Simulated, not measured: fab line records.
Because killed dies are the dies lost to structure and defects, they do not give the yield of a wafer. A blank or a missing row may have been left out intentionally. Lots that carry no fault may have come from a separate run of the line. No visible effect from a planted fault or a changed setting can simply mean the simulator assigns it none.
A struck lot beside a sound one	flow nand_harc	14 out of 1302 route steps
Sound: these wafers, L457.3, L457.4, L457.6. Wafers struck: L476.1, L476.3, L476.5. At the end, the cause is stated.
Order at every step that has rows: each side's tool, ch and its chambers, its first start. Under that, the readings that differ: sound wafers	struck wafers	difference of the means	sigmas: that difference in standard deviations of wafers without a fault.
alike: readings whose means differ by less than 2 such deviations, and words and numbers that are the same on both sides. not compared: withheld readings, readings that some wafer has no value for, bounds like >300 that may hide the same value, and numbers for which the record gives no deviation and whose values overlap.
The two part at a step that has a row with sigmas, a row that says differs or no value, or rows on one side only. Numbers that have no deviation but don't overlap get no sigmas and don't part them. A reading that every wafer of one side lacks parts them only if that side has two wafers or more.

NHARC_A_STAIRCASE_CMP_472: polishes SiO2.
  sound on cmp-01 ch 1,2,3, day 19 14:22; struck on cmp-01 ch 0,1,3, day 27 07:04
  alike: motor_current_A
following that, these wafers have no rows for 1 step: NHARC_A_STAIRCASE_SRD_474.
NHARC_A_STAIRCASE_INSPECT_155:
  struck on defect_inspect-01, day 27 07:23; sound on defect_inspect-01, day 19 14:41
  alike: raw_defect_count
NHARC_A_SGD_CUT_DEP_00: deposits SiNx, target thk 50 nm.
  sound on pecvd-04 ch 0,1,2, day 19 14:47; struck on pecvd-02 ch 0,2, day 27 07:34
  alike: heater_power_w, rf_fwd_power_W
then, 7 steps without rows for these wafers: NHARC_A_SGD_CUT_DEHYDRATE_01 (time 120 s); NHARC_A_SGD_CUT_HMDS_02 (time 30 s); NHARC_A_SGD_CUT_COAT_56 (time 75 s); NHARC_A_SGD_CUT_COAT_57 (time 65 s); NHARC_A_SGD_CUT_COAT_03 (resist thk 90 nm); NHARC_A_SGD_CUT_SOFTBAKE_04 (time 55 s); NHARC_A_SGD_CUT_EBR_05.
NHARC_A_SGD_CUT_EXPOSE_06: exposes mask SGD.
  sound on arfi_scanner-02 ch 0, day 19 15:28; struck on arfi_scanner-02 ch 0, day 27 08:07
reading	sound	struck	difference	sigmas
exposure_dose_mJ_cm2	85.62 85.64 85.57	87.40 87.44 87.27	+1.76	+20
  alike: mask
then, 1 step without rows for these wafers: NHARC_A_SGD_CUT_PEB_07 (peb time 65 s).
-- jump in the record: it breaks off in module A_SGD_CUT and resumes in module END (first step shown: number 1302 of the route), and 5 days separate the struck wafers' starts before and after --
NHARC_END_SORT_01:
  at this point the record logs the struck wafers (prober-01 ch 0, day 32 06:35) and has no rows for the sound ones

## WHERE THEY PART
Last at NHARC_END_SORT_01 as far as this record goes, first at NHARC_A_SGD_CUT_EXPOSE_06.

WHY: whatever the simulator had introduced
Process parameters drifting: arfi_scanner-02 at NHARC_A_SGD_CUT_EXPOSE_06, beginning at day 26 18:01. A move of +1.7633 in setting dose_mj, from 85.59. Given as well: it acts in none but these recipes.
